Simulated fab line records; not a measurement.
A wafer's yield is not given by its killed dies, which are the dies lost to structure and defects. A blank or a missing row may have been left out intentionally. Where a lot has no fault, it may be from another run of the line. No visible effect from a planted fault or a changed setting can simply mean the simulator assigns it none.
Which tool is to blame? + flow nand harc + 72 wafers from 24 lots sampled at 4 of the route's 1159 steps

## WHAT THE GAUGES READ, wafer by wafer
NHARC_A_M1_INSPECT_11.
| lot  | measured     | on                | raw defect count |
|------|--------------|-------------------|------------------|
| L076 | day 17 22:52 | defect inspect-02 | 10 10 12         |
| L074 | day 17 23:08 | defect inspect-01 | 33 34 41         |
| L075 | day 18 01:38 | defect inspect-02 | 29 30 32         |
| L078 | day 18 09:29 | defect inspect-01 | 21 22 15         |
| L079 | day 18 14:05 | defect inspect-01 | 5 11 11          |
| L077 | day 18 14:15 | defect inspect-01 | 17 18 19         |
| L080 | day 19 21:00 | defect inspect-02 | 13 13 14         |
| L082 | day 19 21:21 | defect inspect-01 | 20 23 23         |
| L084 | day 20 02:05 | defect inspect-02 | 55 41 39         |
| L083 | day 20 02:50 | defect inspect-01 | 20 26 23         |
| L081 | day 20 03:00 | defect inspect-02 | 30 29 34         |
| L085 | day 20 18:12 | defect inspect-01 | 44 43 54         |
| L087 | day 20 18:58 | defect inspect-02 | 27 27 28         |
| L086 | day 21 00:20 | defect inspect-02 | 15 16 23         |
| L089 | day 21 04:08 | defect inspect-01 | 33 31 34         |
| L088 | day 21 13:26 | defect inspect-02 | 21 38 47         |
| L091 | day 22 05:42 | defect inspect-01 | 64 74 64         |
| L090 | day 22 05:51 | defect inspect-01 | 37 40 28         |
| L094 | day 22 10:34 | defect inspect-01 | 21 15 19         |
| L095 | day 23 09:38 | defect inspect-01 | 45 40 36         |
| L092 | day 23 11:50 | defect inspect-01 | 57 59 59         |
| L093 | day 23 18:20 | defect inspect-02 | 31 27 30         |
| L096 | day 23 20:03 | defect inspect-02 | 28 23 19         |
| L097 | day 23 22:53 | defect inspect-02 | 17 20 24         |

## WHAT TOOL EACH LOT RAN ON (gives the tool, then ch and the chambers of the sampled wafers, and finally the start)
| lot  | NHARC_A_M0_DESCUM_14               | NHARC_A_M0_PVD_20                       | NHARC_A_M0_ANNEAL_30             |
|------|------------------------------------|-----------------------------------------|----------------------------------|
| L076 | rie diel-06 ch 0,2, day 17 18:47   | pvd sputter-01, day 17 20:29 or earlier | rtp anneal-01 ch 0, day 17 20:29 |
| L074 | rie diel-10 ch 1,3, day 17 19:04   | pvd sputter-03, day 17 20:49 or earlier | rtp anneal-02 ch 0, day 17 20:49 |
| L075 | rie diel-10 ch 0,3, day 17 21:38   | pvd sputter-01, day 17 23:24 or earlier | rtp anneal-01 ch 0, day 17 23:24 |
| L078 | rie diel-08 ch 0,1,2, day 18 05:17 | pvd sputter-02, day 18 06:56 or earlier | rtp anneal-02 ch 0, day 18 06:56 |
| L079 | rie diel-10 ch 1,2,3, day 18 09:50 | pvd sputter-01, day 18 11:45 or earlier | rtp anneal-02 ch 0, day 18 11:45 |
| L077 | rie diel-06 ch 1,3, day 18 10:11   | pvd sputter-03, day 18 11:59 or earlier | rtp anneal-01 ch 0, day 18 11:59 |
| L080 | rie diel-08 ch 0,2,3, day 19 16:57 | pvd sputter-03, day 19 18:40 or earlier | rtp anneal-02 ch 0, day 19 18:40 |
| L082 | rie diel-10 ch 2,3, day 19 17:16   | pvd sputter-02, day 19 19:05 or earlier | rtp anneal-02 ch 0, day 19 19:05 |
| L084 | rie diel-06 ch 0,1, day 19 21:23   | pvd sputter-01, day 19 23:31 or earlier | rtp anneal-02 ch 0, day 19 23:31 |
| L083 | rie diel-10 ch 0,3, day 19 21:58   | pvd sputter-02, day 20 00:07 or earlier | rtp anneal-01 ch 0, day 20 00:07 |
| L081 | rie diel-08 ch 0,2,3, day 19 22:17 | pvd sputter-01, day 20 00:32 or earlier | rtp anneal-02 ch 0, day 20 00:32 |
| L085 | rie diel-08 ch 0,1,2, day 20 14:11 | pvd sputter-01, day 20 16:05 or earlier | rtp anneal-01 ch 0, day 20 16:05 |
| L087 | rie diel-08 ch 1,2,3, day 20 15:00 | pvd sputter-02, day 20 16:43 or earlier | rtp anneal-01 ch 0, day 20 16:43 |
| L086 | rie diel-10 ch 0,1,2, day 20 19:44 | pvd sputter-01, day 20 21:30 or earlier | rtp anneal-02 ch 0, day 20 21:30 |
| L089 | rie diel-10 ch 0,1,3, day 21 00:17 | pvd sputter-02, day 21 01:57 or earlier | rtp anneal-01 ch 0, day 21 01:57 |
| L088 | rie diel-06 ch 2,3, day 21 09:26   | pvd sputter-03, day 21 11:07 or earlier | rtp anneal-02 ch 0, day 21 11:07 |
| L091 | rie diel-08 ch 0,2, day 22 01:41   | pvd sputter-01, day 22 03:28 or earlier | rtp anneal-02 ch 0, day 22 03:28 |
| L090 | rie diel-10 ch 1,2,3, day 22 01:52 | pvd sputter-02, day 22 03:31 or earlier | rtp anneal-01 ch 0, day 22 03:31 |
| L094 | rie diel-08 ch 0,2,3, day 22 06:28 | pvd sputter-03, day 22 08:14 or earlier | rtp anneal-01 ch 0, day 22 08:14 |
| L095 | rie diel-08 ch 0,1,2, day 23 05:37 | pvd sputter-03, day 23 07:25 or earlier | rtp anneal-02 ch 0, day 23 07:25 |
| L092 | rie diel-06 ch 0,1,2, day 23 06:55 | pvd sputter-01, day 23 09:21 or earlier | rtp anneal-02 ch 0, day 23 09:21 |
| L093 | rie diel-06 ch 0,1,2, day 23 13:34 | pvd sputter-01, day 23 15:40 or earlier | rtp anneal-01 ch 0, day 23 15:40 |
| L096 | rie diel-10 ch 0,1, day 23 15:56   | pvd sputter-03, day 23 17:49 or earlier | rtp anneal-01 ch 0, day 23 17:49 |
| L097 | rie diel-06 ch 0,3, day 23 18:41   | pvd sputter-03, day 23 20:34 or earlier | rtp anneal-02 ch 0, day 23 20:34 |
- NHARC_A_M0_DESCUM_14: chemistry O2, time 3 s.
- NHARC_A_M0_PVD_20: deposits TaN, target thk 5 nm, time 8.06 s.
- NHARC_A_M0_ANNEAL_30: time 90 s.

## WHAT THE TOOLS THEMSELVES READ (means of the sampled wafers that have a number; where no wafer has one, the mark that the record gives instead)
NHARC_A_M0_DESCUM_14.
| lot  | tool        | drypump motor current A (A) | oes product au (a.u.) | rf vpp V (V) | showerhead plenum p Torr (Torr) | throttle valve pct (%) |
|------|-------------|-----------------------------|-----------------------|--------------|---------------------------------|------------------------|
| L076 | rie diel-06 | 5.87                        | 1.001                 | 58.2         | 1.92                            | 11.318                 |
| L074 | rie diel-10 | 5.59                        | 0.989                 | 57.7         | 1.93                            | 11.315                 |
| L075 | rie diel-10 | 5.87                        | 0.995                 | 57.7         | 1.88                            | 11.313                 |
| L078 | rie diel-08 | 5.92                        | 1.001                 | 58.5         | 1.93                            | 11.311                 |
| L079 | rie diel-10 | 5.71                        | 0.988                 | 57.9         | 1.92                            | 11.318                 |
| L077 | rie diel-06 | 5.97                        | 1.010                 | 56.6         | 1.78                            | 11.310                 |
| L080 | rie diel-08 | 5.75                        | 0.990                 | 58.5         | 1.84                            | 11.309                 |
| L082 | rie diel-10 | 5.85                        | 0.981                 | 57.2         | 1.90                            | 11.305                 |
| L084 | rie diel-06 | 6.25                        | 0.999                 | 57.1         | 1.89                            | 11.301                 |
| L083 | rie diel-10 | 5.65                        | 1.005                 | 58.6         | 1.97                            | 11.311                 |
| L081 | rie diel-08 | 5.74                        | 0.979                 | 58.4         | 1.84                            | 11.314                 |
| L085 | rie diel-08 | 5.90                        | 0.993                 | 57.2         | 1.92                            | 11.310                 |
| L087 | rie diel-08 | 5.74                        | 0.993                 | 57.9         | 1.90                            | 11.304                 |
| L086 | rie diel-10 | 5.94                        | 0.991                 | 57.2         | 1.83                            | 11.306                 |
| L089 | rie diel-10 | 5.72                        | 0.997                 | 57.4         | 1.91                            | 11.305                 |
| L088 | rie diel-06 | 5.73                        | 0.996                 | 57.3         | 1.87                            | 11.316                 |
| L091 | rie diel-08 | 6.00                        | 1.000                 | 56.8         | 1.87                            | 11.313                 |
| L090 | rie diel-10 | 5.72                        | 0.997                 | 56.9         | 1.92                            | 11.315                 |
| L094 | rie diel-08 | 5.77                        | 0.998                 | 57.0         | 1.84                            | 11.308                 |
| L095 | rie diel-08 | 5.90                        | 0.996                 | 57.9         | 1.92                            | 11.311                 |
| L092 | rie diel-06 | 5.99                        | 0.991                 | 57.8         | 1.88                            | 11.315                 |
| L093 | rie diel-06 | 5.99                        | 0.999                 | 57.1         | 1.88                            | 11.315                 |
| L096 | rie diel-10 | 5.91                        | 0.996                 | 57.4         | 1.82                            | 11.307                 |
| L097 | rie diel-06 | 6.12                        | 0.997                 | 56.7         | 1.83                            | 11.319                 |

NHARC_A_M0_PVD_20.
| lot  | tool           | throttle valve pct (%) |
|------|----------------|------------------------|
| L076 | pvd sputter-01 | 31.2                   |
| L074 | pvd sputter-03 | 30.3                   |
| L075 | pvd sputter-01 | 31.3                   |
| L078 | pvd sputter-02 | 31.0                   |
| L079 | pvd sputter-01 | 30.6                   |
| L077 | pvd sputter-03 | 30.1                   |
| L080 | pvd sputter-03 | 30.8                   |
| L082 | pvd sputter-02 | 29.8                   |
| L084 | pvd sputter-01 | 29.7                   |
| L083 | pvd sputter-02 | 30.7                   |
| L081 | pvd sputter-01 | 31.2                   |
| L085 | pvd sputter-01 | 31.3                   |
| L087 | pvd sputter-02 | 30.6                   |
| L086 | pvd sputter-01 | 29.8                   |
| L089 | pvd sputter-02 | 31.1                   |
| L088 | pvd sputter-03 | 30.1                   |
| L091 | pvd sputter-01 | 31.6                   |
| L090 | pvd sputter-02 | 31.0                   |
| L094 | pvd sputter-03 | 30.0                   |
| L095 | pvd sputter-03 | 29.7                   |
| L092 | pvd sputter-01 | 31.4                   |
| L093 | pvd sputter-01 | 31.4                   |
| L096 | pvd sputter-03 | 29.8                   |
| L097 | pvd sputter-03 | 29.1                   |

NHARC_A_M0_ANNEAL_30.
| lot  | tool          | wafer_temp_C_max |
|------|---------------|------------------|
| L076 | rtp anneal-01 | 226.2            |
| L074 | rtp anneal-02 | 225.9            |
| L075 | rtp anneal-01 | 226.4            |
| L078 | rtp anneal-02 | 225.6            |
| L079 | rtp anneal-02 | 225.6            |
| L077 | rtp anneal-01 | 226.3            |
| L080 | rtp anneal-02 | 225.8            |
| L082 | rtp anneal-02 | 225.6            |
| L084 | rtp anneal-02 | 225.7            |
| L083 | rtp anneal-01 | 226.3            |
| L081 | rtp anneal-02 | 225.6            |
| L085 | rtp anneal-01 | 226.9            |
| L087 | rtp anneal-01 | 226.2            |
| L086 | rtp anneal-02 | 225.8            |
| L089 | rtp anneal-01 | 226.2            |
| L088 | rtp anneal-02 | 225.7            |
| L091 | rtp anneal-02 | 225.4            |
| L090 | rtp anneal-01 | 226.1            |
| L094 | rtp anneal-01 | 226.1            |
| L095 | rtp anneal-02 | 226.1            |
| L092 | rtp anneal-02 | 225.7            |
| L093 | rtp anneal-01 | 226.2            |
| L096 | rtp anneal-01 | 226.2            |
| L097 | rtp anneal-02 | 226.1            |

## THE ANSWER, worked out from the rows above alone
Rule: usual is defined by the lots themselves. The widest of any qualifying gaps counts: lots, ordered by their means at a reading, are off when they make up no more than a third of the lots, leave a main group of 4 or more, and stand apart from it by 3 or more times the standard deviation of that group's means. Not used: any main group whose means are identical at the precision the tables above print for the reading. A lot without any number at a reading at which 4 lots or more have one is off too. Any other lot the step has rows for is counted as sound. After the gauges, taken in route order, come the tools' own readings; for these a lot's mean is taken, as printed above. At the first step where some lot is off, the reading lying furthest off is the one used; lots without a number count as furthest.
No lot is off at any reading shown: from this, nothing can be told.

## WHAT HAD BEEN PUT IN BY THE SIMULATOR
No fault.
